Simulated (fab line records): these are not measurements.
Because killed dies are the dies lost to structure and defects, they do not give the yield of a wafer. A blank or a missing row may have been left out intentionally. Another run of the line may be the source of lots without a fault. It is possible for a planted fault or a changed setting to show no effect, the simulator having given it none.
fab line records | flow n5_finfet
[record] lots = 7 | wafers = 19 | last_day = 19
route steps=1938 shown BEOL_M6@1228 PASSIVATION@1936
lots that met no fault: from a run of the same line without faults
start_h: hours from the record's opening day to when the first of the lot's shown wafers began | wait_h: hours since the lot's step before | " repeats the value in the row above | L1.1+2: a row that stands for several wafers | - no value, or no start given | * or withheld: withheld | < > ~ a bound
route shown NAME@n: NAME is a module with steps in the file, n the number in the route of the first one | usual: the fault-free wafers' mean and standard deviation | same: alike in all rows | chamber/n: place in a boat | sites: each site's reading | _std_site: their standard deviation | _edge_site: inner sites' mean taken away from outer sites' mean | radius_mm: how far each site lies from the wafer's centre | mask NAME#n: copy n | behind: the tool/chamber that last shaped the wafer | hold: the reason the lot was held/the length of the hold in hours/how it ended | device: the n, p or np transistor that did not switch | end of line: the same wafers' tests at the end of the route | a step with no rows: only its recipe | killed: at the first sort, the dies lost to defects and structure; wafer yield is something else | map: a wafer's dies, x killed, . not, _ none there
set.NAME: setting as actually run; set.NAME@STEP: the setting as run at that earlier step | model.NAME: the simulator's own value behind a step, which no gauge read
lots seen at some steps along the route; tables by step, rows by wafer
services: a tool's chamber out of use, with start hour (start_h, from the record's first day; less than 0 if before it), hours out, and reason
[[steps]]
[step N5_BEOL_M6_OVL_MEAS_29]
[recipe] points_per_wafer = 522
[usual] V5_OVL = 0.3/0.8
lot.wafer | tool       | chamber | start_h | wait_h | V5_OVL[nm]
L183.3    | overlay-01 | 0       | 212.22  | 0.0    | 1.0
L183.4    | "          | 0       | "       | "      | 0.9
L183.5    | "          | 0       | "       | "      | 1.0
L190.2    | overlay-02 | 0       | 294.95  | 0.0    | -1.0
L190.5    | "          | 0       | "       | "      | 0.7
L190.6    | "          | 0       | "       | "      | -1.4
L195.3    | overlay-01 | 0       | 319.31  | 0.0    | -0.7
L195.4    | "          | 0       | "       | "      | 0.4
L195.6    | "          | 0       | "       | "      | 0.1
L196.1    | overlay-02 | 0       | 355.72  | 0.0    | 1.8
L196.4    | "          | 0       | "       | "      | -0.1
L196.5    | "          | 0       | "       | "      | 0.3
L200.3    | overlay-02 | 0       | 357.36  | 0.0    | 0.6
L200.5    | "          | 0       | "       | "      | 0.9
L202.3    | overlay-01 | 0       | 357.64  | 0.0    | 0.5
L202.5    | "          | 0       | "       | "      | 1.6
L205.2    | overlay-01 | 0       | 366.75  | 0.0    | 1.3
L205.3    | "          | 0       | "       | "      | 0.3
L205.4    | "          | 0       | "       | "      | 0.5
[step N5_BEOL_M6_INSPECT_30]
[recipe] mode = adi | inspect_instrument = brightfield
[usual] raw_defect_count = 418/90
lot.wafer | tool              | chamber | start_h | wait_h | raw_defect_count
L183.3    | defect_inspect-01 | -       | 212.26  | 0.0    | 349
L183.4    | "                 | -       | "       | "      | 567
L183.5    | "                 | -       | "       | "      | 435
L190.2    | defect_inspect-02 | -       | 295.00  | 0.0    | 258
L190.5    | "                 | -       | "       | "      | 447
L190.6    | "                 | -       | "       | "      | 496
L195.3    | defect_inspect-02 | -       | 319.36  | 0.0    | 512
L195.4    | "                 | -       | "       | "      | 396
L195.6    | "                 | -       | "       | "      | 518
L196.1    | defect_inspect-02 | -       | 355.78  | 0.1    | 586
L196.4    | "                 | -       | "       | "      | 366
L196.5    | "                 | -       | "       | "      | 410
L200.3    | defect_inspect-02 | -       | 357.41  | 0.0    | 356
L200.5    | "                 | -       | "       | "      | 416
L202.3    | defect_inspect-01 | -       | 357.69  | 0.0    | 349
L202.5    | "                 | -       | "       | "      | 339
L205.2    | defect_inspect-02 | -       | 366.80  | 0.0    | 359
L205.3    | "                 | -       | "       | "      | 420
L205.4    | "                 | -       | "       | "      | 290
[step N5_BEOL_M6_DESCUM_33]
[recipe] chemistry = O2 | time_s = 7 | source_power_w = 50 | bias_power_w = 20 | pressure_mtorr = 20 | rf_frequency_hz = 2.712e+07 | temp_c = 40 | resist = CAR-EUV | o2_flow_sccm = 225
[usual] bias_power_w = 20.00/0.06 | drypump_motor_current_A = 5.9/0.47 | oes_product_au = 0.80/0.067 | rf_vpp_V = 242.6/1.3 | showerhead_plenum_p_Torr = 2.07/0.069 | throttle_valve_pct = 20.38/0.2
[same] time_s = 7
lot.wafer | tool        | chamber | start_h | wait_h | bias_power_w | drypump_motor_current_A | oes_product_au | rf_hours_counter_h | rf_vpp_V | showerhead_plenum_p_Torr | throttle_valve_pct
L183.3    | rie_diel-05 | 0       | 212.46  | 0.2    | 20.02        | 5.4                     | 0.83           | 68                 | 243.5    | 2.10                     | 20.18
L183.4    | "           | 2       | "       | "      | 20.05        | 5.6                     | 0.73           | 205                | 243.0    | 2.17                     | 20.60
L183.5    | "           | 3       | "       | "      | 20.21        | 5.6                     | 0.89           | -                  | 243.8    | 2.05                     | 20.06
L190.2    | rie_diel-05 | 3       | 295.03  | 0.0    | 19.95        | 5.5                     | 0.87           | 36                 | 241.6    | 2.05                     | 20.08
L190.5    | "           | 3       | "       | "      | 20.09        | 5.5                     | 0.86           | -                  | 242.0    | 2.05                     | 20.08
L190.6    | "           | 0       | "       | "      | 20.05        | 5.3                     | 0.81           | -                  | 242.8    | 2.09                     | 20.22
L195.3    | rie_diel-01 | 2       | 319.39  | 0.0    | 20.05        | 5.4                     | 0.67           | 246                | 244.6    | 2.14                     | 20.51
L195.4    | "           | 0       | "       | "      | 20.01        | 6.2                     | 0.75           | 186                | 242.9    | 2.00                     | 20.65
L195.6    | "           | 1       | "       | "      | 20.02        | 6.4                     | 0.79           | -                  | 241.0    | 2.03                     | 20.15
L196.1    | rie_diel-05 | 0       | 356.21  | 0.4    | 20.01        | 5.3                     | 0.79           | 104                | 244.1    | 2.09                     | 20.25
L196.4    | "           | 2       | "       | "      | 20.04        | 5.6                     | 0.70           | 244                | 243.7    | 2.16                     | 20.68
L196.5    | "           | 2       | "       | "      | 20.07        | 5.6                     | 0.71           | -                  | 244.4    | 2.16                     | 20.68
L200.3    | rie_diel-05 | 3       | 357.44  | 0.0    | 19.94        | 5.6                     | 0.83           | 58                 | 242.0    | 2.04                     | 20.12
L200.5    | "           | 3       | "       | "      | 20.05        | 5.6                     | 0.83           | -                  | 242.3    | 2.04                     | 20.12
L202.3    | rie_diel-05 | 2       | 357.84  | 0.2    | 19.97        | 5.6                     | 0.71           | 244                | 243.6    | 2.16                     | 20.69
L202.5    | "           | 1       | "       | "      | 20.02        | 6.2                     | 0.86           | -                  | 241.7    | 2.03                     | 20.27
L205.2    | rie_diel-03 | 3       | 367.11  | 0.3    | 19.91        | 5.6                     | 0.90           | 29                 | 243.9    | 2.14                     | 20.64
L205.3    | "           | 0       | "       | "      | 19.98        | 6.0                     | 0.78           | 122                | 242.0    | 2.00                     | 20.46
L205.4    | "           | 2       | "       | "      | 20.08        | 6.7                     | 0.79           | 110                | 243.4    | 2.10                     | 20.62
[step N5_BEOL_M6_ETCH_72]
[recipe] chemistry = N2/H2 | target = underlayer | target_depth_a = 65 | mask_material = CAR-EUV | time_s = 5.2 | ion_energy_ev = 200 | pressure_mtorr = 30 | source_w = 840 | bias_w = 150 | n2_flow_sccm = 200 | h2_flow_sccm = 200 | ends = cleared
[usual] drypump_motor_current_A = 5.9/0.47 | etch_rf_on_time_s = 5.18/0.11 | h2_flow_sccm = 200.0/0.56 | oes_product_au = 0.68/0.055 | rf_vpp_V = 522.9/2.8 | showerhead_plenum_p_Torr = 2.51/0.087 | throttle_valve_pct = 17.81/0.22
lot.wafer | tool        | chamber | start_h | wait_h | drypump_motor_current_A | etch_rf_on_time_s | h2_flow_sccm | oes_product_au | rf_hours_counter_h | rf_vpp_V | showerhead_plenum_p_Torr | throttle_valve_pct
L183.3    | rie_diel-05 | 0       | 212.49  | 0.0    | 5.4                     | 5.22              | 200.3        | 0.71           | 68                 | 524.2    | 2.57                     | 17.71
L183.4    | "           | 2       | "       | "      | 5.6                     | 4.96              | 199.4        | 0.64           | 205                | 523.6    | 2.63                     | 18.02
L183.5    | "           | 3       | "       | "      | 5.6                     | 5.21              | 199.7        | 0.79           | -                  | 525.0    | 2.48                     | 17.35
L190.2    | rie_diel-05 | 3       | 295.07  | 0.0    | 5.6                     | 5.19              | 200.3        | 0.74           | 36                 | 522.7    | 2.47                     | 17.41
L190.5    | "           | 3       | "       | "      | 5.6                     | 5.17              | 200.4        | 0.75           | -                  | 523.0    | 2.47                     | 17.42
L190.6    | "           | 0       | "       | "      | 5.3                     | 5.18              | 200.5        | 0.68           | -                  | 524.7    | 2.56                     | 17.75
L195.3    | rie_diel-01 | 2       | 319.42  | 0.0    | 5.4                     | 5.29              | 200.0        | 0.57           | 246                | 523.8    | 2.61                     | 18.02
L195.4    | "           | 0       | "       | "      | 6.3                     | 5.46              | 199.6        | 0.62           | 186                | 519.2    | 2.42                     | 17.92
L195.6    | "           | 1       | "       | "      | 6.5                     | 5.08              | 200.0        | 0.68           | -                  | 521.2    | 2.48                     | 17.66
L196.1    | rie_diel-05 | 0       | 356.25  | 0.0    | 5.4                     | 5.25              | 200.0        | 0.67           | 104                | 523.0    | 2.56                     | 17.77
L196.4    | "           | 2       | "       | "      | 5.6                     | 4.93              | 200.0        | 0.61           | 244                | 526.5    | 2.62                     | 18.11
L196.5    | "           | 2       | "       | "      | 5.6                     | 4.92              | 200.2        | 0.62           | -                  | 525.7    | 2.62                     | 18.13
L200.3    | rie_diel-05 | 3       | 357.48  | 0.0    | 5.6                     | 5.24              | 199.9        | 0.72           | 58                 | 521.4    | 2.46                     | 17.42
L200.5    | "           | 3       | "       | "      | 5.5                     | 5.30              | 200.2        | 0.71           | -                  | 521.7    | 2.46                     | 17.43
L202.3    | rie_diel-05 | 2       | 357.87  | 0.0    | 5.6                     | 4.91              | 200.2        | 0.62           | 244                | 523.3    | 2.62                     | 18.12
L202.5    | "           | 1       | "       | "      | 6.2                     | 5.17              | 200.4        | 0.72           | -                  | 523.0    | 2.46                     | 17.63
L205.2    | rie_diel-03 | 3       | 367.15  | 0.0    | 5.6                     | 5.16              | 199.6        | 0.77           | 29                 | 527.3    | 2.60                     | 18.04
L205.3    | "           | 0       | "       | "      | 6.0                     | 5.21              | 199.2        | 0.67           | 122                | 523.0    | 2.45                     | 18.11
L205.4    | "           | 2       | "       | "      | 6.7                     | 5.04              | 199.8        | 0.67           | 110                | 523.8    | 2.56                     | 18.00
[step N5_BEOL_M6_ETCH_65]
[recipe] chemistry = CF4 | target = SiARC | target_depth_a = 156 | mask_material = CAR-EUV | time_s = 26 | ion_energy_ev = 80 | pressure_mtorr = 40 | source_w = 545 | bias_w = 36 | Ar_flow_sccm = 100 | cf4_flow_sccm = 100 | ends = cleared
[step N5_BEOL_M6_ETCH_66]
[recipe] chemistry = N2/H2 | target = SOC | target_depth_a = 800 | overetch_a = 160 | mask_material = SiARC | temp_c = 40 | time_s = 120 | ion_energy_ev = 200 | pressure_mtorr = 30 | source_w = 840 | bias_w = 150 | n2_flow_sccm = 200 | h2_flow_sccm = 200
[usual] drypump_motor_current_A = 5.9/0.47 | h2_flow_sccm = 200.0/0.59 | oes_product_au = 0.61/0.05 | rf_vpp_V = 523.1/2.3 | run_length_s = 143.3/0.46 | showerhead_plenum_p_Torr = 2.51/0.087 | throttle_valve_pct = 17.77/0.22
[same] time_s = 120
lot.wafer | tool        | chamber | start_h | wait_h | drypump_motor_current_A | h2_flow_sccm | oes_product_au | rf_hours_counter_h | rf_vpp_V | run_length_s | showerhead_plenum_p_Torr | throttle_valve_pct
L183.3    | rie_diel-05 | 0       | 212.54  | 0.0    | 5.3                     | 200.5        | 0.63           | 68                 | 523.8    | 142.7        | 2.57                     | 17.67
L183.4    | "           | 2       | "       | "      | 5.6                     | 200.3        | 0.56           | 205                | 526.7    | 143.7        | 2.63                     | 17.99
L183.5    | "           | 3       | "       | "      | 5.5                     | 200.4        | 0.70           | -                  | 522.7    | 143.2        | 2.48                     | 17.32
L190.2    | rie_diel-05 | 3       | 295.11  | 0.0    | 5.6                     | 200.3        | 0.67           | 36                 | 521.8    | 143.3        | 2.47                     | 17.36
L190.5    | "           | 3       | "       | "      | 5.6                     | 199.1        | 0.67           | -                  | 523.0    | 143.7        | 2.47                     | 17.34
L190.6    | "           | 0       | "       | "      | 5.4                     | 200.2        | 0.62           | -                  | 525.6    | 143.0        | 2.56                     | 17.70
L195.3    | rie_diel-01 | 2       | 319.47  | 0.0    | 5.4                     | 200.9        | 0.52           | 246                | 525.9    | 143.4        | 2.61                     | 18.00
L195.4    | "           | 0       | "       | "      | 6.3                     | 199.2        | 0.57           | 186                | 521.7    | 143.3        | 2.42                     | 17.88
L195.6    | "           | 1       | "       | "      | 6.4                     | 199.1        | 0.60           | -                  | 521.5    | 143.4        | 2.48                     | 17.65
L196.1    | rie_diel-05 | 0       | 356.29  | 0.0    | 5.3                     | 199.5        | 0.60           | 104                | 524.9    | 143.0        | 2.56                     | 17.75
L196.4    | "           | 2       | "       | "      | 5.6                     | 199.8        | 0.54           | 244                | 526.1    | 144.3        | 2.62                     | 18.06
L196.5    | "           | 2       | "       | "      | 5.6                     | 200.1        | 0.54           | -                  | 526.2    | 144.0        | 2.62                     | 18.07
L200.3    | rie_diel-05 | 3       | 357.52  | 0.0    | 5.6                     | 199.3        | 0.64           | 58                 | 520.9    | 143.1        | 2.46                     | 17.40
L200.5    | "           | 3       | "       | "      | 5.6                     | 199.7        | 0.64           | -                  | 522.3    | 143.1        | 2.46                     | 17.39
L202.3    | rie_diel-05 | 2       | 357.92  | 0.0    | 5.6                     | 199.5        | 0.55           | 244                | 525.7    | 143.7        | 2.62                     | 18.07
L202.5    | "           | 1       | "       | "      | 6.1                     | 201.0        | 0.65           | -                  | 521.8    | 143.1        | 2.46                     | 17.61
L205.2    | rie_diel-03 | 3       | 367.19  | 0.0    | 5.6                     | 200.0        | 0.68           | 29                 | 525.7    | 142.7        | 2.60                     | 17.99
L205.3    | "           | 0       | "       | "      | 6.0                     | 199.8        | 0.60           | 122                | 520.4    | 144.1        | 2.45                     | 18.07
L205.4    | "           | 2       | "       | "      | 6.7                     | 200.5        | 0.60           | 110                | 523.9    | 143.8        | 2.56                     | 17.93
[step N5_BEOL_M6_STRIP_69]
[recipe] chemistry = N2/H2 | temp_c = 40 | n2_flow_sccm = 200 | h2_flow_sccm = 200 | rf_frequency_hz = 6e+07
[step N5_BEOL_M6_STRIP_73]
[recipe] chemistry = N2/H2 | temp_c = 40 | n2_flow_sccm = 200 | h2_flow_sccm = 200 | rf_frequency_hz = 6e+07
[step N5_BEOL_M6_VIA_ETCH_34]
[recipe] chemistry = C4F6/O2 | target = SiCOH_lowk | target_depth_a = 1263 | mask_material = SOC | taper_deg = 4 | time_s = 50.9 | ion_energy_ev = 250 | pressure_mtorr = 30 | source_w = 345 | bias_w = 185 | Ar_flow_sccm = 300 | C4F6_flow_sccm = 10 | O2_flow_sccm = 10
[step N5_BEOL_M6_STRIP_76]
[recipe] chemistry = C4F6/O2 | resist = SiARC | rf_frequency_hz = 6e+07
[step N5_BEOL_M6_STRIP_36]
[recipe] chemistry = N2/H2 | power_w = 450 | temp_c = 40 | pressure_mtorr = 20 | rf_frequency_hz = 6e+07 | overash_fraction = 0.3 | bias_power_w = 7 | h2_frac = 0.5 | n2_flow_sccm = 200 | h2_flow_sccm = 200
[usual] bias_power_w = 7.001/0.019 | drypump_motor_current_A = 5.9/0.47 | h2_flow_sccm = 200.0/0.59 | oes_product_au = 0.80/0.067 | rf_vpp_V = 59.2/1.6 | showerhead_plenum_p_Torr = 2.51/0.088 | throttle_valve_pct = 23.56/0.28
lot.wafer | tool        | chamber | start_h | wait_h | bias_power_w | drypump_motor_current_A | h2_flow_sccm | oes_product_au | rf_hours_counter_h | rf_vpp_V | showerhead_plenum_p_Torr | throttle_valve_pct
L183.3    | rie_diel-05 | 0       | 212.69  | 0.0    | 7.002        | 5.4                     | 199.8        | 0.82           | 68                 | 61.0     | 2.57                     | 23.55
L183.4    | "           | 2       | "       | "      | 6.991        | 5.6                     | 199.2        | 0.73           | 205                | 61.3     | 2.63                     | 23.76
L183.5    | "           | 3       | "       | "      | 6.998        | 5.6                     | 200.1        | 0.88           | -                  | 59.0     | 2.47                     | 23.10
L190.2    | rie_diel-05 | 3       | 295.27  | 0.0    | 7.004        | 5.5                     | 199.9        | 0.86           | 36                 | 60.1     | 2.46                     | 23.16
L190.5    | "           | 3       | "       | "      | 6.989        | 5.6                     | 199.7        | 0.86           | -                  | 60.7     | 2.47                     | 23.09
L190.6    | "           | 0       | "       | "      | 7.009        | 5.4                     | 199.4        | 0.80           | -                  | 60.4     | 2.56                     | 23.60
L195.3    | rie_diel-01 | 2       | 319.62  | 0.0    | 6.977        | 5.4                     | 199.6        | 0.68           | 246                | 62.5     | 2.60                     | 23.71
L195.4    | "           | 0       | "       | "      | 6.990        | 6.2                     | 200.1        | 0.74           | 186                | 57.5     | 2.41                     | 23.61
L195.6    | "           | 1       | "       | "      | 7.004        | 6.5                     | 200.4        | 0.81           | -                  | 58.1     | 2.48                     | 23.51
L196.1    | rie_diel-05 | 0       | 356.45  | 0.0    | 6.985        | 5.4                     | 199.2        | 0.80           | 104                | 58.7     | 2.55                     | 23.59
L196.4    | "           | 2       | "       | "      | 7.038        | 5.6                     | 200.8        | 0.71           | 244                | 59.2     | 2.61                     | 23.82
L196.5    | "           | 2       | "       | "      | 7.019        | 5.6                     | 200.1        | 0.71           | -                  | 57.6     | 2.61                     | 23.80
L200.3    | rie_diel-05 | 3       | 357.67  | 0.0    | 6.990        | 5.5                     | 199.1        | 0.84           | 58                 | 63.2     | 2.46                     | 23.14
L200.5    | "           | 3       | "       | "      | 7.023        | 5.5                     | 200.0        | 0.83           | -                  | 59.3     | 2.46                     | 23.15
L202.3    | rie_diel-05 | 2       | 358.07  | 0.0    | 6.952        | 5.6                     | 199.9        | 0.72           | 244                | 60.0     | 2.61                     | 23.80
L202.5    | "           | 1       | "       | "      | 7.005        | 6.2                     | 200.6        | 0.87           | -                  | 57.9     | 2.45                     | 23.32
L205.2    | rie_diel-03 | 3       | 367.34  | 0.0    | 7.010        | 5.6                     | 200.1        | 0.91           | 29                 | 59.8     | 2.60                     | 23.89
L205.3    | "           | 0       | "       | "      | 7.003        | 6.0                     | 199.0        | 0.77           | 122                | 58.8     | 2.45                     | 24.05
L205.4    | "           | 2       | "       | "      | 7.030        | 6.7                     | 200.4        | 0.79           | 110                | 59.9     | 2.55                     | 23.69
[step N5_BEOL_M6_TRENCH_ETCH_37]
[recipe] chemistry = C4F6/O2 | target_depth_a = 944.35 | target = SiCOH_lowk | time_s = 31.5 | ion_energy_ev = 250 | pressure_mtorr = 30 | source_w = 345 | bias_w = 185 | Ar_flow_sccm = 300 | C4F6_flow_sccm = 10 | O2_flow_sccm = 10
[step N5_BEOL_M6_ETCH_41]
[recipe] chemistry = CH3F/O2 | target = SiCN | target_depth_a = 297 | taper_deg = 2 | time_s = 52 | ion_energy_ev = 120 | mask_material = TiN | pressure_mtorr = 30 | source_w = 395 | bias_w = 75 | Ar_flow_sccm = 150 | CH3F_flow_sccm = 30 | O2_flow_sccm = 20
[usual] drypump_motor_current_A = 5.9/0.47 | oes_product_au = 0.79/0.066 | rf_vpp_V = 296.9/1.6 | run_length_s = 75.2/0.46 | showerhead_plenum_p_Torr = 1.98/0.068 | throttle_valve_pct = 16.31/0.19
lot.wafer | tool        | chamber | start_h | wait_h | drypump_motor_current_A | oes_product_au | rf_hours_counter_h | rf_vpp_V | run_length_s | showerhead_plenum_p_Torr | throttle_valve_pct | model.etch.depth_nm
L183.3    | rie_diel-05 | 0       | 212.76  | -      | 5.4                     | 0.82           | 68                 | 298.0    | 75.1         | 2.04                     | 16.28              | 19.52
L183.4    | "           | 2       | "       | "      | 5.6                     | 0.75           | 205                | 298.3    | 75.7         | 2.06                     | 16.46              | 20.27
L183.5    | "           | 3       | "       | "      | 5.6                     | 0.90           | -                  | 296.7    | 75.4         | 1.97                     | 15.96              | 19.41
L190.2    | rie_diel-05 | 3       | 295.34  | -      | 5.5                     | 0.86           | 36                 | 296.9    | 75.0         | 1.96                     | 15.99              | 19.24
L190.5    | "           | 3       | "       | "      | 5.5                     | 0.85           | -                  | 296.3    | 75.5         | 1.96                     | 15.99              | 19.27
L190.6    | "           | 0       | "       | "      | 5.4                     | 0.80           | -                  | 298.9    | 74.7         | 2.04                     | 16.31              | 19.33
L195.3    | rie_diel-01 | 2       | 319.69  | -      | 5.4                     | 0.67           | 246                | 297.8    | 74.9         | 2.05                     | 16.56              | 19.24
L195.4    | "           | 0       | "       | "      | 6.2                     | 0.72           | 186                | 295.8    | 75.1         | 1.90                     | 16.49              | 18.96
L195.6    | "           | 1       | "       | "      | 6.4                     | 0.79           | -                  | 294.9    | 74.9         | 1.94                     | 15.99              | 20
L196.1    | rie_diel-05 | 0       | 356.52  | -      | 5.4                     | 0.78           | 104                | 299.2    | 94.7         | 2.03                     | 16.35              | 26.71
L196.4    | "           | 2       | "       | "      | 5.6                     | 0.72           | 244                | 298.3    | 75.7         | 2.05                     | 16.53              | 20.13
L196.5    | "           | 2       | "       | "      | 5.6                     | 0.72           | -                  | 299.0    | 96.1         | 2.05                     | 16.53              | 28.1
L200.3    | rie_diel-05 | 3       | 357.74  | -      | 5.5                     | 0.84           | 58                 | 295.5    | 75.0         | 1.95                     | 16.03              | 19.68
L200.5    | "           | 3       | "       | "      | 5.6                     | 0.84           | -                  | 295.3    | 95.1         | 1.96                     | 16.04              | 27.21
L202.3    | rie_diel-05 | 2       | 358.14  | -      | 5.6                     | 0.72           | 244                | 299.2    | 76.1         | 2.05                     | 16.53              | 20.14
L202.5    | "           | 1       | "       | "      | 6.2                     | 0.85           | -                  | 295.5    | 95.1         | 1.95                     | 16.20              | 27.57
L205.2    | rie_diel-03 | 3       | 367.42  | -      | 5.6                     | 0.90           | 29                 | 297.7    | 74.8         | 2.04                     | 16.47              | 19.71
L205.3    | "           | 0       | "       | "      | 6.0                     | 0.77           | 123                | 296.1    | 75.5         | 1.93                     | 16.42              | 19.37
L205.4    | "           | 2       | "       | "      | 6.8                     | 0.79           | 110                | 297.3    | 75.4         | 2.02                     | 16.57              | 20.03
[step N5_BEOL_M6_STRIP_80]
[recipe] chemistry = N2/H2 | time_s = 10 | power_w = 450 | temp_c = 40 | pressure_mtorr = 20 | rf_frequency_hz = 6e+07 | bias_power_w = 7 | n2_flow_sccm = 200 | h2_flow_sccm = 200
[usual] bias_power_w = 7.001/0.021 | drypump_motor_current_A = 5.9/0.48 | h2_flow_sccm = 200.1/0.65 | oes_product_au = 0.80/0.067 | rf_vpp_V = 58.9/0.84 | showerhead_plenum_p_Torr = 2.51/0.088 | throttle_valve_pct = 23.56/0.28
[same] time_s = 10
lot.wafer | tool        | chamber | start_h | wait_h | bias_power_w | drypump_motor_current_A | h2_flow_sccm | oes_product_au | rf_hours_counter_h | rf_vpp_V | showerhead_plenum_p_Torr | throttle_valve_pct
L183.3    | rie_diel-05 | 0       | -       | -      | 6.976        | 5.4                     | 200.0        | 0.83           | 68                 | 58.8     | 2.57                     | 23.56
L183.4    | "           | 2       | "       | "      | 6.996        | 5.6                     | 200.1        | 0.73           | 205                | 59.1     | 2.63                     | 23.76
L183.5    | "           | 3       | "       | "      | 7.022        | 5.6                     | 200.5        | 0.90           | -                  | 58.7     | 2.47                     | 23.10
L190.2    | rie_diel-05 | 3       | -       | -      | 7.016        | 5.5                     | 199.7        | 0.86           | 36                 | 59.1     | 2.47                     | 23.12
L190.5    | "           | 3       | "       | "      | 7.003        | 5.5                     | 200.6        | 0.86           | -                  | 59.7     | 2.47                     | 23.13
L190.6    | "           | 0       | "       | "      | 6.990        | 5.3                     | 200.3        | 0.82           | -                  | 61.4     | 2.56                     | 23.59
L195.3    | rie_diel-01 | 2       | -       | -      | 6.993        | 5.4                     | 201.3        | 0.68           | 246                | 59.1     | 2.60                     | 23.71
L195.4    | "           | 0       | "       | "      | 7.000        | 6.2                     | 200.2        | 0.74           | 186                | 59.4     | 2.41                     | 23.58
L195.6    | "           | 1       | "       | "      | 6.991        | 6.5                     | 199.8        | 0.81           | -                  | 58.0     | 2.48                     | 23.54
L196.1    | rie_diel-05 | 0       | -       | -      | 6.982        | 5.3                     | 200.6        | 0.78           | 104                | 60.3     | 2.55                     | 23.61
L196.4    | "           | 2       | "       | "      | 6.981        | 5.7                     | 200.8        | 0.70           | 244                | 58.1     | 2.61                     | 23.82
L196.5    | "           | 2       | "       | "      | 7.010        | 5.7                     | 200.2        | 0.71           | -                  | 58.9     | 2.61                     | 23.81
L200.3    | rie_diel-05 | 3       | -       | -      | 7.058        | 5.5                     | 201.4        | 0.82           | 58                 | 59.6     | 2.46                     | 23.14
L200.5    | "           | 3       | "       | "      | 7.011        | 5.5                     | 200.1        | 0.84           | -                  | 59.7     | 2.46                     | 23.14
L202.3    | rie_diel-05 | 2       | -       | -      | 7.029        | 5.6                     | 201.7        | 0.71           | 244                | 59.9     | 2.61                     | 23.80
L202.5    | "           | 1       | "       | "      | 6.990        | 6.2                     | 199.8        | 0.86           | -                  | 59.7     | 2.45                     | 23.33
L205.2    | rie_diel-03 | 3       | -       | -      | 7.031        | 5.6                     | 199.6        | 0.90           | 29                 | 59.0     | 2.59                     | 23.87
L205.3    | "           | 0       | "       | "      | 7.005        | 6.0                     | 200.0        | 0.78           | 123                | 58.4     | 2.45                     | 24.09
L205.4    | "           | 2       | "       | "      | 7.006        | 6.7                     | 199.2        | 0.79           | 110                | 58.9     | 2.55                     | 23.68
[step N5_PASSIVATION_PROBE_49]
[usual] defect_limited_yield = 90.9/1.4 | killed_at_M0_to_M3 = 38/11 | killed_at_M4_up = 13/5.9 | killed_at_contacts = 14/6.4 | killed_at_front_end = 38/11 | killed_at_other = 3.3/2.5 | killed_dies = 107/16 | killed_on_rim = 14/3.6 | killed_open = 70/12 | killed_short = 35/7.7 | sort_bin_4_leakage = 0.00/0.007 | sort_bin_5_function = 5.3/0.94 | sort_bin_6_memory = 3.5/0.7 | sort_n_pass = 1073/16 | sort_yield_pct = 90.9/1.4
[same] gross_dies = 1180 | killed_at_back_side = 0 | sort_bin_8_speed[%] = 0
lot.wafer | tool      | chamber | start_h | wait_h | defect_limited_yield[%] | killed_at_M0_to_M3 | killed_at_M4_up | killed_at_contacts | killed_at_front_end | killed_at_other | killed_dies | killed_on_rim | killed_open | killed_short | sort_bin_4_leakage[%] | sort_bin_5_function[%] | sort_bin_6_memory[%] | sort_n_pass | sort_yield_pct[%]
L195.3    | prober-02 | -       | 414.74  | 0.1    | 92.0                    | 29                 | 8               | 3                  | 52                  | 2               | 94          | 13            | 55          | 39           | 0                     | 4.2                    | 3.6                  | 1086        | 92.0
L195.4    | prober-02 | -       | 414.79  | 0.2    | 91.4                    | 28                 | 12              | 5                  | 56                  | 1               | 102         | 13            | 63          | 39           | 0                     | 4.7                    | 3.5                  | 1078        | 91.4
L195.6    | prober-02 | -       | 414.89  | 0.3    | 90.3                    | 41                 | 11              | 12                 | 48                  | 2               | 114         | 19            | 67          | 47           | 0                     | 6.3                    | 2.9                  | 1066        | 90.3
// killed by level:class
L195.3 FIN_SAQP:geometric_particle:open=12 BEOL_M0_SAQP:geometric_particle:open=11 FIN_SAQP:geometric_particle:short=10 GATE_CUT:geometric_particle:short=8 GATE_CUT:geometric_particle:open=5 BEOL_M0_SAQP:geometric_particle:short=5 BEOL_M1:geometric_particle:open=5 BEOL_M5:geometric_particle:open=5
L195.4 FIN_SAQP:geometric_particle:open=14 FIN_SAQP:geometric_particle:short=12 STI_FIN_REVEAL:geometric_particle:open=10 BEOL_M0_SAQP:geometric_particle:short=8 BEOL_M3:geometric_particle:open=8 BEOL_M0_SAQP:geometric_particle:open=7 DUMMY_GATE:geometric_particle:open=6 STI_FIN_REVEAL:geometric_particle:short=3
L195.6 BEOL_M0_SAQP:geometric_particle:short=16 STI_FIN_REVEAL:geometric_particle:open=14 FIN_SAQP:geometric_particle:short=10 MOL_CONTACT_COAG:geometric_particle:open=8 BEOL_M0_SAQP:geometric_particle:open=8 FIN_SAQP:geometric_particle:open=6 DUMMY_GATE:geometric_particle:open=6 BEOL_M1:geometric_particle:open=5
[[services]]
tool        | chamber | start_h | hours | kind
rie_diel-03 | 3       | 227.88  | -     | clean
rie_diel-03 | 3       | 227.88  | -     | consumable_replace:focus_ring
rie_diel-03 | 3       | 227.88  | 18.7  | scheduled_down
rie_diel-03 | 3       | 227.88  | 18.7  | vent_cycle
rie_diel-05 | 2       | 229.83  | 7.1   | repair
rie_diel-03 | -       | 322.81  | 14.6  | pm
rie_diel-01 | 2       | 329.64  | -     | clean
rie_diel-01 | 2       | 329.64  | -     | consumable_replace:focus_ring
rie_diel-01 | 2       | 329.64  | 14.3  | scheduled_down
rie_diel-01 | 2       | 329.64  | 14.3  | vent_cycle
rie_diel-01 | 1       | 341.15  | 22.0  | repair
rie_diel-05 | 2       | 349.12  | 1.4   | repair
[[key]]
[first_sign] step = N5_BEOL_M6_ETCH_41 | reading = run_length_s | direction = up | sigmas = 44 | usual = * | struck = *
effect none on later readings
[model_effect] step = N5_BEOL_M6_ETCH_41 | value = etch.depth_nm | without = 19.8 | struck = 27.4
met_at N5_BEOL_M6_ETCH_41
struck_wafers L196.1,L196.5,L200.5,L202.5
onset_between 295.34 356.52
[fault] kind = process_parameter_drift | tool = rie_diel-05 | chamber = - | onset_h = 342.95 | steps = N5_BEOL_M6_ETCH_41 | channel = time_s | offset = * | shape = step | end_h = 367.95 | scope = struck_wafers_only | acts_in = * | stated = *
